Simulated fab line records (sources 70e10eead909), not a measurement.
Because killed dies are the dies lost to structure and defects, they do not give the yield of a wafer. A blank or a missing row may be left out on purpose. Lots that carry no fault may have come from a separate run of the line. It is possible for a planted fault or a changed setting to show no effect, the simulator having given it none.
The same fault as seen by 2 desks | flow nandHarc | each desk holds nothing but its own numbers, with what lay behind them at the end

FOR THE TOOL OWNER'S DESK: pvdSputter-02
The tool's own readings at NHARC_A_M1_PRE_CLEAN_30 (time 30 s): means of the sampled wafers that have a number, for each lot that ran on this tool. If a lot's mean is further than 4 standard deviations from the usual mean, the lot is out of limits and carries the mark OUT (the distance appears in the brackets).
Columns: A = heaterPowerW at NHARC_A_M1_PRE_CLEAN_30, usual 417 W; B = susceptorTempC at NHARC_A_M1_PRE_CLEAN_30, usual 279.99 C
lot  | first seen here | A   | B
L793 | day 18 03:50    | 444 | 279.96
L797 | day 18 05:49    | 425 | -
L795 | day 18 09:11    | 401 | 279.90
L800 | day 19 07:02    | 482 | 279.94
L805 | day 22 00:22    | 411 | 279.86
Finding of this desk: none of the 5 lots has anything out of limits.

THE METROLOGY DESK
What the gauges read for every lot (on any tool): the sampled wafers with a number, averaged. If a lot's mean is further than 4 standard deviations from the usual mean, the lot is out of limits and carries the mark OUT (the distance appears in the brackets).
Columns: A = thkNm at NHARC_A_BONDPAD_THK_MEAS_20, usual 169.8 nm
lot  | first seen here | A
L793 | day 18 10:26    | 170.4
L797 | day 18 11:44    | 171.8
L794 | day 18 12:18    | 168.9
L795 | day 18 15:45    | 170.2
L796 | day 19 07:20    | 169.6
L798 | day 19 08:50    | 170.0
L800 | day 19 13:12    | 169.2
L805 | day 22 06:23    | 168.9
L809 | day 22 12:32    | 168.8
L812 | day 22 15:25    | 168.1
L811 | day 23 08:48    | 168.9
L813 | day 23 11:21    | 171.3
L815 | day 23 16:54    | 169.7
Finding of this desk: none of the 13 lots has anything out of limits.

PUT TOGETHER
Nothing out of limits was seen by the tool owner's desk.
From the metrology desk's view, nothing was out of limits.

WHAT WAS PUT IN BY THE SIMULATOR
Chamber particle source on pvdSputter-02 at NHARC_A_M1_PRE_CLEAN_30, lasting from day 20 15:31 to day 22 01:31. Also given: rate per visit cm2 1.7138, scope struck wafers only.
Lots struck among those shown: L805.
